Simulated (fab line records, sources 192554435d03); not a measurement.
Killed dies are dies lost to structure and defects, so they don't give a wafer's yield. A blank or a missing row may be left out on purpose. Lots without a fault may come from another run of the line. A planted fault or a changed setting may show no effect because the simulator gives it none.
Chamber matching | flow n5_finfet | N5_HKMG_FIN_ALD_75 on ald_hk-01: 4 sister chambers
The step deposits Al2O3, target thk 1 nm, co reactant pulse time 1 s. 4 wafers are shown with their chamber, then 11 later ones without.

WAFERS WITH THEIR CHAMBER
wafer  | chamber | heater_power_w (W)
L090.3 | 2       | 159
L090.5 | 0       | 151
L090.6 | 3       | 146
L092.1 | 1       | 163

WAFERS WITHOUT THEIR CHAMBER
wafer  | heater_power_w (W)
L092.2 | 146
L092.5 | 153
L094.1 | 148
L094.5 | 150
L094.6 | 163
L095.4 | 147
L095.5 | 156
L095.6 | 146
L097.3 | 147
L097.4 | 160
L097.5 | 163

WHICH CHAMBER EACH WENT THROUGH
wafer  | from the rows above     | in truth
L092.2 | 3                       | 3
L092.5 | 0                       | 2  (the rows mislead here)
L094.1 | can't be placed: 3 or 0 | 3
L094.5 | 0                       | 0
L094.6 | 1                       | 1
L095.4 | 3                       | 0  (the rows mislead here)
L095.5 | can't be placed: 2 or 0 | 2
L095.6 | 3                       | 3
L097.3 | 3                       | 3
L097.4 | can't be placed: 2 or 1 | 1
L097.5 | 1                       | 1
Placed correctly: 6 of 11. Can't be placed from these rows: 3 (the true chamber is among the candidates in 3). Placed wrongly: 2.
How it was worked out, from the rows above alone: a wafer's distance from a chamber is the root of the sum, over the readings, of the square of ((its reading less the chamber's mean) divided by the reading's scatter). The wafer belongs to the nearest chamber; if the next one is less than 2 further off, it can't be placed. A chamber's mean is the mean of its shown wafers. The scatter: with one shown wafer a chamber, the root of the mean of the squares of how far each hidden wafer lies from its nearest shown one.
